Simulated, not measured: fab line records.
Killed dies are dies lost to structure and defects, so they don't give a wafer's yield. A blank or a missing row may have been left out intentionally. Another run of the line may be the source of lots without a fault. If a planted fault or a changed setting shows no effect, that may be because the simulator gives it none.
fab line records | flow nandHarc
record lots=6 wafers=18 lastDay=33
route steps=1302 shown THIN_TSV@1282 END@1302
lots untouched by any fault: they come from a run of this same line in which no faults occurred
startH: hours from the record's opening day to when the first of the lot's shown wafers began | waitH: hours since the lot's step before | " same as the row above | L1.1+2: a row that stands for several wafers | - value missing, or start not given | * or withheld: withheld | < > ~ a bound
route shown NAME@n: names a module that has steps shown in the file, with the first one's number in the route | usual: mean and standard deviation over wafers with no fault | same: alike in all rows | chamber/n: place in a boat | sites: the reading at each site | _std_site: how widely they spread, as a standard deviation | _edge_site: outer sites' mean less inner sites' | radiusMm: how far each site lies from the wafer's centre | mask NAME#n: copy n | behind: the last tool/chamber to shape the wafer | hold: what put the lot on hold/how long, in hours/how the hold closed | device: the transistor (n, p or np) that didn't switch | end of line: the route-end tests of the same wafers | step lacking rows: just its recipe | killed: at the first sort, the dies lost to defects and structure; wafer yield is something else | map: dies across one wafer; x = killed, . = not, _ = none there
set.NAME: the setting the step ran with; set.NAME@STEP: the setting that earlier step ran with | model.NAME: the simulator's own value behind a step, which no gauge read
lots at selected steps of the route; one table per step, one row per wafer
services: a tool's chamber out of use, with start hour (startH, from the record's first day; less than 0 if before it), hours out, and reason
## steps
# step NHARC_THIN_TSV_PVD_24
# recipe targetThkA=8000 powerW=withheld chamberPressurePa=withheld substrateTempC=withheld timeS=withheld gas=Ar material=Al
# step NHARC_THIN_TSV_DEHYDRATE_25
# recipe tempC=150 timeS=120
# step NHARC_THIN_TSV_HMDS_26
# recipe timeS=30
# step NHARC_THIN_TSV_COAT_27
# recipe spinRpm=*
# step NHARC_THIN_TSV_SOFTBAKE_28
# recipe tempC=122 timeS=95
# step NHARC_THIN_TSV_EBR_29
# step NHARC_THIN_TSV_EXPOSE_30
# recipe na=0.55 doseMj=11.47 maskId=PAD
# step NHARC_THIN_TSV_PEB_31
# recipe pebTempC=118 pebTimeS=85
# step NHARC_THIN_TSV_DEVELOP_32
# recipe timeS=70
# step NHARC_THIN_TSV_CD_MEAS_33
# recipe targetCdNm=5000 landingEnergyEv=500
# usual cdNm=5000.2/1.4
# columns lot.wafer tool chamber startH waitH cdNm
L972.3 cdSem-02 0 579.52 - 4998.0
L972.5 " 0 " " 4998.3
L972.6 " 0 " " 4998.0
L976.1 cdSem-03 0 649.08 - 5001.1
L976.2 " 0 " " 4999.6
L976.3 " 0 " " 5000.6
L979.1 cdSem-02 0 673.09 - 5001.1
L979.2 " 0 " " 5001.1
L979.6 " 0 " " 5000.3
L987.1 cdSem-02 0 737.52 - 5000.6
L987.5 " 0 " " 4999.5
L987.6 " 0 " " 4999.6
L990.2 cdSem-01 0 776.92 - 5002.8
L990.4 " 0 " " 5001.3
L990.5 " 0 " " 5001.2
L991.3 cdSem-03 0 783.86 - 4999.9
L991.4 " 0 " " 5002.4
L991.6 " 0 " " 5000.1
# step NHARC_THIN_TSV_HARDBAKE_34
# recipe tempC=125 timeS=80
# step NHARC_THIN_TSV_DESCUM_35
# recipe timeS=3 o2FlowSccm=200 arFlowSccm=0 biasPowerW=0 chemistry=O2
# usual drypumpMotorCurrentA=5.7/0.4 mfcArSccm=0.014/0.015 oesProductAu=0.997/0.0075 rfVppV=58.0/0.87 showerheadPlenumPTorr=1.94/0.07 throttleValvePct=11.310/0.0089
# columns lot.wafer tool chamber startH waitH drypumpMotorCurrentA mfcArSccm oesProductAu rfHoursCounterH rfVppV showerheadPlenumPTorr throttleValvePct
L972.3 rieDiel-05 0 579.68 - 5.7 0 1.002 12 58.0 1.99 11.320
L972.5 " 0 " " 5.6 0 0.991 - 58.4 1.99 11.310
L972.6 " 1 " " 5.4 0.021 0.995 - 58.9 1.91 11.315
L976.1 rieDiel-02 1 649.24 - 5.1 0.023 0.991 3 59.0 2.02 11.314
L976.3 " 2 " " 6.4 0.021 1.004 3 57.9 1.96 11.320
L976.2 " 0 " " 5.8 0 1.006 4 57.8 1.91 11.305
L979.2 rieDiel-10 0 673.25 - 5.6 0.041 1.010 4 57.9 1.86 11.296
L979.1 " 2 " " 6.3 0.041 1.012 3 58.0 1.79 11.306
L979.6 " 0 " " 5.5 0.041 1.015 - 57.4 1.86 11.320
L987.1 rieDiel-10 0 737.69 - 5.6 0.041 1.007 7 57.5 1.86 11.330
L987.6 " 3 " " 5.6 0 0.998 - 58.5 1.95 11.308
L987.5 " 0 " " 5.6 0.041 1.002 - 58.5 1.86 11.309
L990.2 rieDiel-02 3 777.08 - 6.3 0 0.987 2 59.0 2.05 11.325
L990.4 " 0 " " 5.8 0 0.981 2 56.7 1.91 11.292
L990.5 " 0 " " 5.8 0 0.984 - 57.5 1.91 11.313
L991.4 rieDiel-05 2 784.02 - 5.6 0.028 0.987 2 57.5 1.99 11.314
L991.3 " 0 " " 5.6 0 0.991 2 58.5 1.98 11.299
L991.6 " 2 " " 5.6 0.028 0.986 - 58.1 1.99 11.301
# step NHARC_THIN_TSV_ETCH_59
# recipe targetDepthA=8800 icpW=900 biasW=100 Cl2_flow_sccm=60 bcl3FlowSccm=30 timeS=138.1 chemistry=Cl2/BCl3
# usual bcl3FlowSccm=29.98/0.092 biasW=99.99/0.29 drypumpMotorCurrentA=5.6/0.34 oesProductAu=0.999/0.0065 throttleValvePct=22.265/0.0082
# columns lot.wafer tool chamber startH waitH bcl3FlowSccm biasW drypumpMotorCurrentA oesProductAu rfHoursCounterH throttleValvePct
L972.3 rieMetal-03 1 579.94 0.2 29.84 100.22 6.2 1.004 - 22.265
L972.6 " 0 " " 29.81 100.07 5.2 0.989 - 22.275
L972.5 " 1 " " 29.91 99.91 6.2 0.998 - 22.263
L976.2 rieMetal-02 1 649.36 0.1 - - - - - -
L976.1 " 0 " " - - - - - -
L976.3 " 0 " " - - - - - -
L979.1 rieMetal-01 0 673.39 0.1 - - - - - -
L979.2 " 1 " " - - - - - -
L979.6 " 0 " " - - - - - -
L987.1 rieMetal-03 0 737.81 0.1 29.88 99.79 5.2 1.000 0.5 22.263
L987.5 " 0 " " 30.00 100.08 5.2 0.994 - 22.262
L987.6 " 1 " " 29.95 100.01 6.2 0.992 - 22.258
L990.2 rieMetal-01 0 777.21 0.1 29.94 100.02 5.6 0.993 0.1 22.255
L990.4 " 0 " " 29.94 100.16 5.6 0.994 - 22.262
L990.5 " 0 " " 29.97 100.26 5.6 0.997 - 22.264
L991.4 rieMetal-02 0 784.21 0.2 30.00 100.13 5.3 1.004 - 22.258
L991.3 " 1 " " 29.98 100.21 5.5 1.002 - 22.268
L991.6 " 0 " " 30.09 100.20 5.3 0.995 - 22.272
# step NHARC_THIN_TSV_ETCH_36
# recipe targetDepthA=650 overEtchFrac=0.3 timeS=18.571 ionEnergyEv=150 chemistry=Cl2/BCl3
# usual chamberPressureMTorr=10.000/0.0086 drypumpMotorCurrentA=5.6/0.34 oesProductAu=0.999/0.0057
# columns lot.wafer tool chamber startH waitH chamberPressureMTorr drypumpMotorCurrentA oesProductAu rfHoursCounterH
L972.3 rieMetal-03 1 580.10 0.1 10.002 6.2 1.002 -
L972.6 " 1 " " 10.012 6.2 0.998 -
L972.5 " 0 " " 9.992 5.2 1.003 -
L976.2 rieMetal-02 1 649.62 0.2 9.999 5.5 1.002 0.4
L976.1 " 0 " " 9.987 5.3 1.006 0.4
L976.3 " 1 " " 10.004 5.5 1.000 -
L979.2 rieMetal-01 0 673.65 0.2 9.993 5.6 0.993 1.4
L979.1 " 1 " " 10.001 5.9 0.992 1.2
L979.6 " 0 " " 9.984 5.6 0.995 -
L987.1 rieMetal-03 1 738.07 0.2 9.995 6.2 1.000 0.7
L987.5 " 0 " " 10.007 5.2 1.005 -
L987.6 " 1 " " 10.003 6.2 1.001 -
L990.2 rieMetal-01 0 777.47 0.2 10.006 5.6 0.996 0.2
L990.4 " 0 " " 9.994 5.6 0.997 -
L990.5 " 0 " " 9.998 5.6 0.988 -
L991.3 rieMetal-02 0 784.41 0.1 9.993 5.3 0.993 -
L991.4 " 1 " " 10.000 5.5 1.003 -
L991.6 " 1 " " 10.004 5.5 0.990 -
# step NHARC_END_SORT_01
# recipe tempC=25
# usual defectLimitedYield=90.7/2.6 killedAtArray=59/17 killedAtOther=0.7/0.9 killedAtPeriphery=3.6/2.3 killedDies=63/18 killedOpen=3.4/1.9 killedShort=2.6/1.7
# same grossDies=677
# columns lot.wafer tool chamber startH waitH defectLimitedYield[%] killedAtArray killedAtOther killedAtPeriphery killedDies killedOpen killedShort
L979.1 prober-01 0 682.72 2.5 0 54 618 5 677 7 2
L979.2 prober-01 0 683.51 2.8 0 54 622 1 677 2 4
L979.6 prober-01 0 686.68 4.0 0 59 613 5 677 5 5
L990.2 prober-01 0 791.99 2.8 93.6 37 2 4 43 7 2
L990.4 prober-01 0 793.60 3.4 94.7 32 1 3 36 0 2
L990.5 prober-01 0 794.40 3.7 95.0 32 1 1 34 2 2
# killed by level:class
L979.1 THIN_TSV:areaEtch=618 A_CHANNEL_HOLE_D1:chamberFilmFlake=31 A_CONTACT:chamberFilmFlake=8 A_SLIT:chamberFilmFlake=3 P_CONTACT:geometricParticle:open=2 A_CHANNEL_FILL_D1:geometricParticle:open=2 A_CHANNEL_HOLE_D2:chamberFilmFlake=2 P_M2:geometricParticle:short=1
L979.2 THIN_TSV:areaEtch=622 A_CHANNEL_HOLE_D1:chamberFilmFlake=33 A_CONTACT:chamberFilmFlake=10 P_GATE:geometricParticle:open=1 A_ONON_D1:geometricParticle:short=1 A_CHANNEL_FILL_D1:geometricParticle:short=1 A_CHANNEL_HOLE_D2:geometricParticle:open=1 A_CHANNEL_FILL_D2:geometricParticle:short=1
L979.6 THIN_TSV:areaEtch=613 A_CHANNEL_HOLE_D1:chamberFilmFlake=35 A_CONTACT:chamberFilmFlake=6 A_SLIT:chamberFilmFlake=3 A_ONON_D1:geometricParticle:open=2 P_ZERO_WELL:chamberFilmFlake=2 A_CHANNEL_HOLE_D2:unspecified=2 P_STI:geometricParticle:short=1
L990.2 A_CHANNEL_HOLE_D1:chamberFilmFlake=18 A_SLIT:chamberFilmFlake=5 A_CHANNEL_FILL_D1:chamberFilmFlake=3 A_CHANNEL_HOLE_D1:geometricParticle:open=2 P_STI:chamberFilmFlake=2 A_CONTACT:chamberFilmFlake=2 THIN_TSV:chamberFilmFlake=2 P_CONTACT:geometricParticle:open=1
L990.4 A_CHANNEL_HOLE_D1:chamberFilmFlake=16 A_SLIT:chamberFilmFlake=10 A_CHANNEL_FILL_D1:chamberFilmFlake=3 A_ONON_D1:geometricParticle:short=2 P_GATE:chamberFilmFlake=2 P_BONDPAD:chamberFilmFlake=1 A_CONTACT:chamberFilmFlake=1 THIN_TSV:chamberFilmFlake=1
L990.5 A_CHANNEL_HOLE_D1:chamberFilmFlake=18 A_SLIT:chamberFilmFlake=7 A_STAIRCASE:chamberFilmFlake=2 A_CHANNEL_HOLE_D1:geometricParticle:open=1 A_WL_FILL:geometricParticle:short=1 A_CONTACT:geometricParticle:open=1 A_M1:geometricParticle:short=1 P_BONDPAD:chamberFilmFlake=1
# map L979.1 (x killed, . not)
____________x____________
_________xxxxxxx_________
_______xxxxxxxxxxx_______
______xxxxxxxxxxxxx______
_____xxxxxxxxxxxxxxx_____
____xxxxxxxxxxxxxxxxx____
____xxxxxxxxxxxxxxxxx____
___xxxxxxxxxxxxxxxxxxx___
___xxxxxxxxxxxxxxxxxxx___
__xxxxxxxxxxxxxxxxxxxxx__
__xxxxxxxxxxxxxxxxxxxxx__
_xxxxxxxxxxxxxxxxxxxxxxx_
_xxxxxxxxxxxxxxxxxxxxxxx_
_xxxxxxxxxxxxxxxxxxxxxxx_
_xxxxxxxxxxxxxxxxxxxxxxx_
_xxxxxxxxxxxxxxxxxxxxxxx_
xxxxxxxxxxxxxxxxxxxxxxxxx
xxxxxxxxxxxxxxxxxxxxxxxxx
xxxxxxxxxxxxxxxxxxxxxxxxx
xxxxxxxxxxxxxxxxxxxxxxxxx
xxxxxxxxxxxxxxxxxxxxxxxxx
_xxxxxxxxxxxxxxxxxxxxxxx_
_xxxxxxxxxxxxxxxxxxxxxxx_
_xxxxxxxxxxxxxxxxxxxxxxx_
_xxxxxxxxxxxxxxxxxxxxxxx_
_xxxxxxxxxxxxxxxxxxxxxxx_
__xxxxxxxxxxxxxxxxxxxxx__
__xxxxxxxxxxxxxxxxxxxxx__
___xxxxxxxxxxxxxxxxxxx___
___xxxxxxxxxxxxxxxxxxx___
____xxxxxxxxxxxxxxxxx____
____xxxxxxxxxxxxxxxxx____
_____xxxxxxxxxxxxxxx_____
______xxxxxxxxxxxxx______
_______xxxxxxxxxxx_______
_________xxxxxxx_________
____________x____________
# map L990.2 (x killed, . not)
____________.____________
_________......._________
_______...x......._______
______.............______
_____......x........_____
____....x............____
____.....x...........____
___...................___
___...................___
__.......x.............__
__.....................__
_..........x............_
_......................._
_..x......x...x........._
_......................._
_..........x............_
..x......................
.......................x.
.........................
.................x.......
.........................
_......................._
_x......x......x........_
_.x....x...............x_
_.....xx................_
_...xxxx................_
__...x..x............x.__
__.x...x.x.............__
___...xxx.............___
___....x...........x..___
____.x..x............____
____...xx............____
_____.x............._____
______.x.x.........______
_______..........._______
_________......._________
____________.____________
## services
# columns tool chamber startH hours kind
rieDiel-05 0 571.34 4.4 repair
rieDiel-02 - 571.36 9.0 pm
rieDiel-10 3 574.85 7.8 repair
rieMetal-01 - 575.00 9.0 pm
rieDiel-05 2 576.37 7.3 repair
rieDiel-05 - 583.60 9.0 pm
rieDiel-02 3 589.68 8.4 repair
rieDiel-10 - 596.50 9.0 pm
rieDiel-05 3 628.01 9.5 repair
rieMetal-01 - 629.58 0.7 repair
rieMetal-02 - 631.00 9.0 pm
rieMetal-01 0 633.49 1.5 repair
rieMetal-01 1 648.82 16.0 repair
rieDiel-02 - 658.79 7.2 repair
rieDiel-05 0 664.91 12.7 repair
rieDiel-10 2 675.40 12.7 repair
rieMetal-01 1 691.12 27.1 repair
rieMetal-03 - 696.00 9.0 pm
rieDiel-02 - 712.04 0.3 repair
rieMetal-01 1 741.43 29.6 repair
rieDiel-02 - 748.36 9.0 pm
rieMetal-01 - 752.00 9.0 pm
rieDiel-05 1 756.10 3.5 repair
rieDiel-05 - 760.60 9.0 pm
## key
firstSign step=NHARC_THIN_TSV_ETCH_59 reading=toolRecord direction=missing
effect step=NHARC_END_SORT_01 reading=defectLimitedYield direction=down sigmas=35 usual=90.7 struck=0
moreKillsBornAt NHARC_THIN_TSV_ETCH_59@rieMetal-01=1853
metAt NHARC_THIN_TSV_ETCH_59
struckWafers L976.1,L976.2,L976.3,L979.1,L979.2,L979.6
laterRowsLeftOut L976.1,L976.2,L976.3,L979.1,L979.2,L979.6
sortLeftOut L976.1,L976.2,L976.3
fault kind=skippedStepWhole tool=rieMetal-01,rieMetal-02 chamber=- onsetH=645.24 steps=NHARC_THIN_TSV_ETCH_59 scope=struckLotsOnly
# sortLeftOut: the simulated sort isn't trusted on such a fault, so these wafers' sort isn't shown, and their yield isn't known
# laterRowsLeftOut: the simulator's readings of these wafers behind a module that went badly wrong aren't trusted and aren't shown, but for the sort
